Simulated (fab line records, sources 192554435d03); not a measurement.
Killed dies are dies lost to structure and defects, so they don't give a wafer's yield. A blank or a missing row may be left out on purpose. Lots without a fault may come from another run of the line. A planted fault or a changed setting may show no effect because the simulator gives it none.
fab line records | flow n5_finfet
record lots=5 wafers=14 last_day=19
route steps=1938 shown BEOL_M10@1515 PASSIVATION@1936
lots that met no fault: from a run of the same line without faults
start_h: hours from the record's first day to the start of the lot's first wafer shown | wait_h: hours since the lot's step before | " the same as in the row above | L1.1+2: a row that stands for several wafers | - no value, or no start given | * or withheld: withheld | < > ~ a bound
route shown NAME@n: a module of which the file shows steps, and the number in the route of the first | usual: mean/standard deviation of fault-free wafers | same: alike in all rows | chamber/n: place in a boat | sites: the reading at each site | _std_site: their standard deviation | _edge_site: outer sites' mean less inner sites' | radius_mm: how far each site lies from the wafer's centre | mask NAME#n: copy n | behind: the tool/chamber that last shaped the wafer | hold: why the lot was held/for how many hours/how that ended | device: the transistor (n, p or np) that didn't switch | end of line: the same wafers' tests at the end of the route | a step without rows: its recipe alone | killed: dies lost to structure and defects at the first sort, not the wafer's yield | map: a wafer's dies, x killed, . not, _ none there
set.NAME: the setting as run; set.NAME@STEP: as run at that earlier step | model.NAME: the simulator's own value behind a step, which no gauge read
lots at some steps of the route; a table a step, a row a wafer
services: from which hour (start_h, from the record's first day; less than 0 if before it) a tool's chamber was out of use, for how many hours, and why
## steps
# step N5_BEOL_M10_OCD_MEAS_38
# usual trench_depth_nm=147.7/2.8
# columns lot.wafer tool chamber start_h wait_h trench_depth_nm
L692.2 ocd-01 - 221.00 - 146.8
L692.5 " - " " 148.0
L704.3 ocd-01 - 298.45 - 145.5
L704.4 " - " " 153.2
L704.5 " - " " 147.1
L709.1 ocd-01 - 318.13 - 145.3
L709.5 " - " " 144.5
L709.6 " - " " 146.1
L712.2 ocd-01 - 378.41 - 150.7
L712.3 " - " " 148.2
L712.6 " - " " 148.3
L713.1 ocd-01 - 410.49 - 149.3
L713.4 " - " " 149.6
L713.5 " - " " 149.1
# step N5_BEOL_M10_HM_STRIP_39
# recipe chemistry=peroxide_tin_strip material=TiN target_depth_a=250 temp_c=50 time_s=158
# step N5_BEOL_M10_SRD_40
# recipe time_s=30 temp_c=23 rinse_liquid=diw dry=ipa_marangoni
# step N5_BEOL_M10_PRECLEAN_42
# recipe chemistry=residue_remover time_s=60 temp_c=40
# step N5_BEOL_M10_SRD_43
# recipe time_s=30 temp_c=23 rinse_liquid=diw dry=ipa_marangoni
# step N5_BEOL_M10_CD_MEAS_35
# recipe target_cd_nm=70 polarity=opening
# usual cd_nm=69.7/0.62
# columns lot.wafer tool chamber start_h wait_h cd_nm
L692.2 cd_sem-01 - 221.15 0.0 68.9
L692.5 " - " " 70.0
L704.3 cd_sem-02 - 298.61 0.0 70.6
L704.4 " - " " 69.7
L704.5 " - " " 69.1
L709.1 cd_sem-03 - 318.29 0.0 70.1
L709.5 " - " " 69.4
L709.6 " - " " 69.6
L712.2 cd_sem-01 - 378.57 0.0 70.1
L712.3 " - " " 69.3
L712.6 " - " " 68.7
L713.1 cd_sem-03 - 410.65 0.0 69.0
L713.4 " - " " 71.0
L713.5 " - " " 70.0
# step N5_BEOL_M10_CURE_72
# recipe temp_c=370 time_s=120 ambient=DMADMS/He material=SiCOH_lowk
# usual lamp_power_pct=52.31/0.058 wafer_temp_C_max=371.8/0.53
# columns lot.wafer tool chamber start_h wait_h lamp_power_pct wafer_temp_C_max
L692.2 uv_cure-01 2 221.48 0.3 52.23 371.1
L692.5 " 2 " " 52.32 371.1
L704.3 uv_cure-01 2 298.74 0.1 52.37 371.2
L704.4 " 2 " " 52.35 371.1
L704.5 " 2 " " 52.30 371.3
L709.1 uv_cure-02 2 318.33 0.0 52.21 372.4
L709.5 " 2 " " 52.34 372.1
L709.6 " 2 " " 52.41 371.8
L712.2 uv_cure-03 2 378.66 0.1 52.31 372.5
L712.3 " 2 " " 52.38 371.8
L712.6 " 2 " " 52.30 371.9
L713.1 uv_cure-02 0 410.89 0.2 52.37 372.5
L713.4 " 0 " " 52.39 371.3
L713.5 " 0 " " 52.41 371.4
# step N5_BEOL_M10_DEGAS_44
# recipe ambient=vacuum temp_c=250 time_s=60
# usual heater_power_w=332/27
# columns lot.wafer tool chamber start_h wait_h heater_power_w
L692.2 pvd_sputter-03 - 221.78 0.3 382
L692.5 " - " " 342
L704.3 pvd_sputter-01 - 299.00 0.2 334
L704.4 " - " " 313
L704.5 " - " " 318
L709.1 pvd_sputter-03 - 319.00 0.6 315
L709.5 " - " " 312
L709.6 " - " " 361
L712.2 pvd_sputter-01 - 379.32 0.6 323
L712.3 " - " " 330
L712.6 " - " " 314
L713.1 pvd_sputter-01 - 411.24 0.3 306
L713.4 " - " " 307
L713.5 " - " " 327
# step N5_BEOL_M10_PRE_CLEAN_45
# recipe gas=H2/He time_s=30 temp_c=250
# usual heater_power_w=332/27
# columns lot.wafer tool chamber start_h wait_h heater_power_w
L692.2 pvd_sputter-03 - 221.82 0.0 385
L692.5 " - " " 355
L704.3 pvd_sputter-01 - 299.04 0.0 334
L704.4 " - " " 316
L704.5 " - " " 322
L709.1 pvd_sputter-03 - 319.04 0.0 304
L709.5 " - " " 310
L709.6 " - " " 349
L712.2 pvd_sputter-01 - 379.36 0.0 319
L712.3 " - " " 330
L712.6 " - " " 328
L713.1 pvd_sputter-01 - 411.28 0.0 315
L713.4 " - " " 310
L713.5 " - " " 329
# step N5_BEOL_M10_ALD_74
# recipe material=TaN target_thk_a=20 temp_c=275 ald_precursor_family=PDMAT ald_co_reactant=NH3 pressure_torr=3 carrier_flow_sccm=1500 pulse_time_s=2 purge_time_s=3 co_reactant_purge_time_s=2 co_reactant_pulse_time_s=3 ald_cycles=40 precursor_vessel_temp_c=75 precursor_vessel_pressure_torr=26.25 precursor_vessel_carrier_sccm=1000
# usual heater_power_w=413/45
# same co_reactant_purge_time_s=2
# columns lot.wafer tool chamber start_h wait_h heater_power_w
L692.2 ald_metal-02 1 222.01 0.2 366
L692.5 " 0 " " 357
L704.3 ald_metal-03 0 299.11 0.0 375
L704.4 " 0 " " 372
L704.5 " 1 " " 469
L709.1 ald_metal-02 3 319.10 0.0 378
L709.5 " 0 " " 342
L709.6 " 1 " " 366
L712.2 ald_metal-04 1 379.65 0.3 457
L712.3 " 2 " " 450
L712.6 " 1 " " 456
L713.1 ald_metal-03 0 411.50 0.2 370
L713.4 " 3 " " 466
L713.5 " 1 " " 472
# step N5_BEOL_M10_SURFACE_TREAT_76
# recipe gas=Ar time_s=* ion_energy_ev=* ion_current_ma_cm2=0.5 pressure_mtorr=* ar_flow_sccm=30
# usual throttle_valve_pct=*
# columns lot.wafer tool chamber start_h wait_h throttle_valve_pct
L692.2 pvd_sputter-01 - 222.29 0.2 *
L692.5 " - " " *
L704.3 pvd_sputter-01 - 299.39 0.2 *
L704.4 " - " " *
L704.5 " - " " *
L709.1 pvd_sputter-01 - 319.42 0.2 *
L709.5 " - " " *
L709.6 " - " " *
L712.2 pvd_sputter-01 - 380.04 0.3 *
L712.3 " - " " *
L712.6 " - " " *
L713.1 pvd_sputter-02 - 411.84 0.2 *
L713.4 " - " " *
L713.5 " - " " *
# step N5_BEOL_M10_CVD_75
# recipe material=Co target_thk_a=20 temp_c=withheld precursor=CCTBA/H2 pressure_torr=30 time_s=138.9
# step N5_BEOL_M10_SPUTTER_48
# recipe material=Cu target_thk_a=120 temp_c=-20 bias_v=60 power_w=26000 chamber_pressure_pa=0.13 time_s=2
# usual cathode_dc_power_W=26000/4.2 throttle_valve_pct=30.3/1.3
# columns lot.wafer tool chamber start_h wait_h cathode_dc_power_W throttle_valve_pct
L692.2 pvd_sputter-02 - 222.69 0.2 25998 29.8
L692.5 " - " " 26000 29.6
L704.3 pvd_sputter-02 - 299.58 0.1 26007 30.3
L704.4 " - " " 31534 31.8
L704.5 " - " " 26004 30.0
L709.1 pvd_sputter-01 - 319.62 0.1 26007 30.8
L709.5 " - " " 26003 31.3
L709.6 " - " " 25995 30.9
L712.2 pvd_sputter-03 - 380.27 0.1 25994 27.6
L712.3 " - " " 25999 28.9
L712.6 " - " " 26005 29.4
L713.1 pvd_sputter-02 - 413.72 1.8 26001 30.2
L713.4 " - " " 25999 31.7
L713.5 " - " " 26001 30.7
# step N5_BEOL_M10_ECD_50
# recipe material=Cu target_thk_a=3180
# step N5_PASSIVATION_PROBE_49
# usual defect_limited_yield=91.3/1.7 killed_at_M0_to_M3=33/9.9 killed_at_M4_up=14/6.4 killed_at_contacts=12/7 killed_at_front_end=41/13 killed_at_other=3.1/2.9 killed_dies=103/20 killed_open=67/14 killed_short=34/9.4 sort_bin_5_function=5.1/1.1 sort_bin_6_memory=3.2/0.79 sort_bin_8_speed=0.02/0.15 sort_n_pass=1077/21 sort_yield_pct=91.2/1.7
# same gross_dies=1180 killed_at_back_side=0 sort_bin_4_leakage[%]=0
# columns lot.wafer tool chamber start_h wait_h defect_limited_yield[%] killed_at_M0_to_M3 killed_at_M4_up killed_at_contacts killed_at_front_end killed_at_other killed_dies killed_open killed_short sort_bin_5_function[%] sort_bin_6_memory[%] sort_bin_8_speed[%] sort_n_pass sort_yield_pct[%]
L704.3 prober-01 - 345.55 0.1 88.6 33 33 15 49 5 135 91 36 6.4 4.1 0 1045 88.6
L704.4 prober-01 - 345.60 0.2 91.9 24 24 19 27 1 95 74 20 4.8 2.9 0 1085 91.9
L704.5 prober-01 - 345.65 0.2 92.0 24 12 14 41 3 94 64 27 5.0 2.5 0 1086 92.0
L709.1 prober-02 - 378.20 0.0 90.3 40 13 11 46 4 114 70 41 5.7 3.6 0 1066 90.3
L709.5 prober-02 - 378.40 0.2 91.4 28 17 4 52 1 102 60 34 4.6 2.9 0.34 1074 91.0
L709.6 prober-02 - 378.45 0.3 91.6 39 12 10 35 3 99 71 26 4.7 3.2 0.08 1080 91.5
# killed by level:class
L704.3 BEOL_M4:geometric_particle:open=16 MOL_CONTACT_COAG:geometric_particle:open=13 DUMMY_GATE:geometric_particle:open=12 BEOL_M0_SAQP:geometric_particle:short=9 BEOL_M1:geometric_particle:open=8 STARTING-WAFER:geometric_particle:short=7 BEOL_M0_SAQP:geometric_particle:open=7 BEOL_M2:geometric_particle:open=6
L704.4 MOL_CONTACT_COAG:geometric_particle:open=13 BEOL_M4:geometric_particle:open=11 FIN_SAQP:geometric_particle:open=8 BEOL_M3:geometric_particle:open=7 DUMMY_GATE:geometric_particle:open=6 BEOL_M0_SAQP:geometric_particle:short=6 MOL_CONTACT_COAG:geometric_particle:short=5 BEOL_M5:geometric_particle:open=5
L704.5 FIN_SAQP:geometric_particle:open=13 MOL_CONTACT_COAG:geometric_particle:open=12 BEOL_M2:geometric_particle:open=8 FIN_SAQP:geometric_particle:short=6 BEOL_M0_SAQP:geometric_particle:open=5 BEOL_M4:geometric_particle:open=5 STI_FIN_REVEAL:geometric_particle:open=4 BEOL_M0_SAQP:geometric_particle:short=4
L709.1 BEOL_M0_SAQP:geometric_particle:short=16 STI_FIN_REVEAL:geometric_particle:open=13 FIN_SAQP:geometric_particle:open=12 MOL_CONTACT_COAG:geometric_particle:open=10 BEOL_M0_SAQP:geometric_particle:open=9 BEOL_M3:geometric_particle:open=9 FIN_SAQP:geometric_particle:short=6 BEOL_M5:geometric_particle:open=5
L709.5 STI_FIN_REVEAL:geometric_particle:open=14 FIN_SAQP:geometric_particle:short=13 BEOL_M3:geometric_particle:open=9 FIN_SAQP:geometric_particle:open=8 BEOL_M0_SAQP:geometric_particle:short=7 HKMG_FIN:area_etch=7 BEOL_M0_SAQP:geometric_particle:open=5 MOL_CONTACT_COAG:geometric_particle:open=4
L709.6 BEOL_M0_SAQP:geometric_particle:open=11 MOL_CONTACT_COAG:geometric_particle:open=10 BEOL_M0_SAQP:geometric_particle:short=10 BEOL_M4:geometric_particle:open=8 FIN_SAQP:geometric_particle:open=7 DUMMY_GATE:geometric_particle:open=5 BEOL_M3:geometric_particle:open=5 FIN_SAQP:geometric_particle:short=4
## services
# columns tool chamber start_h hours kind
uv_cure-02 - 228.20 2.1 pm
ald_metal-02 - 239.74 0.8 repair
pvd_sputter-02 - 269.38 29.2 repair
uv_cure-02 - 280.60 2.8 pm
ald_metal-02 2 281.62 6.4 repair
ald_metal-03 2 292.55 14.3 repair
ald_metal-02 - 296.99 14.6 pm
ald_metal-04 - 301.55 2.8 pm
ald_metal-04 3 305.55 25.9 repair
uv_cure-03 - 310.72 1.0 pm
ald_metal-02 - 320.01 28.1 pm
ald_metal-03 - 336.07 2.0 repair
uv_cure-02 - 337.34 11.2 repair
pvd_sputter-03 - 355.87 6.6 repair
uv_cure-03 - 359.24 0.7 repair
ald_metal-04 1 366.46 2.0 repair
pvd_sputter-02 - 394.55 4.0 repair
## key
first_sign step=N5_BEOL_M10_SPUTTER_48 reading=cathode_dc_power_W direction=up sigmas=99+ usual=* struck=*
effect none on later readings
met_at N5_BEOL_M10_SPUTTER_48
struck_wafers L704.4
fault kind=process_parameter_drift tool=pvd_sputter-02 chamber=- onset_h=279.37 steps=N5_BEOL_M10_SPUTTER_48 channel=power_w offset=* shape=step end_h=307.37 acts_in=* stated=* scope=struck_wafers_only
